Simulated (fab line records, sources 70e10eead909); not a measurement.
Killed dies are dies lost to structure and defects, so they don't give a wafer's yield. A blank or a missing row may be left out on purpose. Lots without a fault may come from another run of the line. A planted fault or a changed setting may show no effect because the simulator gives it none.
Tool commonality check | flow nand_harc | 12 lots, 42 wafers sampled

WHY IT WAS OPENED
At NHARC_A_SGD_CUT_INSPECT_11 the reading raw_defect_count is flagged on 2 of 12 lots. Wafers without a fault read 61, standard deviation 29.
Rule: a lot is flagged when every wafer of it that has a number lies more than 4 standard deviations from that mean, or none has a number. The other lots count as sound.

lot  | measured     | on                | raw_defect_count, wafer by wafer | flag
L716 | day 19 04:16 | defect_inspect-02 | 65 59 64                         |
L718 | day 20 07:44 | defect_inspect-02 | 20 23 17                         |
L717 | day 20 10:55 | defect_inspect-01 | 97 100 108                       |
L721 | day 21 08:51 | defect_inspect-02 | 29 33 26                         |
L723 | day 22 13:35 | defect_inspect-02 | 99 116 92                        |
L722 | day 22 13:57 | defect_inspect-02 | 26 34 34                         |
L727 | day 24 07:05 | defect_inspect-02 | 1151 1174 1215 1146 1180 1224    | FLAGGED
L728 | day 24 07:50 | defect_inspect-01 | 60 59 57                         |
L729 | day 24 20:31 | defect_inspect-01 | 1204 1249 1233 1218 1243 1246    | FLAGGED
L736 | day 27 19:12 | defect_inspect-01 | 92 77 92                         |
L737 | day 28 07:56 | defect_inspect-02 | 46 57 64                         |
L738 | day 28 20:59 | defect_inspect-02 | 89 72 79                         |
The numbers of the flagged lots are 1207 on average: +1146 against the usual, or +40 standard deviations.

WHICH TOOL RAN EACH LOT
The record holds 2 process steps before the reading, out of a route of 1302 steps. In each cell: the tool, then ch and the chambers that the sampled wafers went through, then the start.
lot  | flag    | NHARC_A_STAIRCASE_ETCH_444         | NHARC_A_SGD_CUT_DEP_00
L716 |         | rie_diel-02 ch 1,2, day 18 20:20   | pecvd-01 ch 0,2, day 19 03:25
L718 |         | rie_diel-02 ch 0,1, day 19 20:08   | pecvd-02 ch 0,1,2, day 20 07:01
L717 |         | rie_diel-05 ch 1,2,3, day 20 02:50 | pecvd-02 ch 0,1, day 20 10:04
L721 |         | rie_diel-02 ch 0,1,2, day 20 23:55 | pecvd-02 ch 1,2, day 21 08:01
L723 |         | rie_diel-02 ch 0,1,2, day 22 05:42 | pecvd-02 ch 0,2, day 22 12:47
L722 |         | rie_diel-04 ch 2,3, day 22 05:52   | pecvd-01 ch 0,2, day 22 13:06
L727 | FLAGGED | rie_diel-05 ch 0,1,2, day 24 00:04 | pecvd-01 ch 1,2, day 24 06:16
L728 |         | rie_diel-02 ch 0,1,3, day 23 23:52 | pecvd-02 ch 0,2, day 24 07:00
L729 | FLAGGED | rie_diel-04 ch 1,2,3, day 24 11:35 | pecvd-01 ch 0,1, day 24 19:43
L736 |         | rie_diel-02 ch 0,2,3, day 27 11:10 | pecvd-02 ch 0,1,2, day 27 18:23
L737 |         | rie_diel-05 ch 0,2,3, day 27 22:55 | pecvd-01 ch 0,1,2, day 28 07:06
L738 |         | rie_diel-02 ch 2,3, day 28 13:04   | pecvd-02 ch 0,1, day 28 20:08
What these steps do:
- NHARC_A_STAIRCASE_ETCH_444: etches the open film in C4F8/O2, target depth 20400 nm, time 6800 s.
- NHARC_A_SGD_CUT_DEP_00: deposits SiNx, target thk 50 nm.
- NHARC_A_SGD_CUT_INSPECT_11

FLAGGED OVER TOTAL, TOOL BY TOOL (the gauges that took the reading come last)
step                       | tool              | lots run | flagged | share of the flagged lots | sound lots run after its first flagged lot
NHARC_A_STAIRCASE_ETCH_444 | rie_diel-02       | 7        | 0       | none                      | -
NHARC_A_STAIRCASE_ETCH_444 | rie_diel-04       | 2        | 1       | some                      | 0
NHARC_A_STAIRCASE_ETCH_444 | rie_diel-05       | 3        | 1       | some                      | 1 (L737)
NHARC_A_SGD_CUT_DEP_00     | pecvd-01          | 5        | 2       | all                       | 1 (L737)
NHARC_A_SGD_CUT_DEP_00     | pecvd-02          | 7        | 0       | none                      | -
NHARC_A_SGD_CUT_INSPECT_11 | defect_inspect-01 | 4        | 1       | some                      | 1 (L736)
NHARC_A_SGD_CUT_INSPECT_11 | defect_inspect-02 | 8        | 1       | some                      | 2 (L737,L738)

WHAT THE TABLE ALLOWS
1 row of the table ran every flagged lot: pecvd-01 at NHARC_A_SGD_CUT_DEP_00.
- pecvd-01 at NHARC_A_SGD_CUT_DEP_00: 2 of its 5 lots flagged. Sound lots ran on it after the first flagged one (L737), which a lasting fault on the whole tool wouldn't allow.
No row of the table ran every flagged lot and no sound lot after the first.

WHAT THE SIMULATOR HAD PUT IN
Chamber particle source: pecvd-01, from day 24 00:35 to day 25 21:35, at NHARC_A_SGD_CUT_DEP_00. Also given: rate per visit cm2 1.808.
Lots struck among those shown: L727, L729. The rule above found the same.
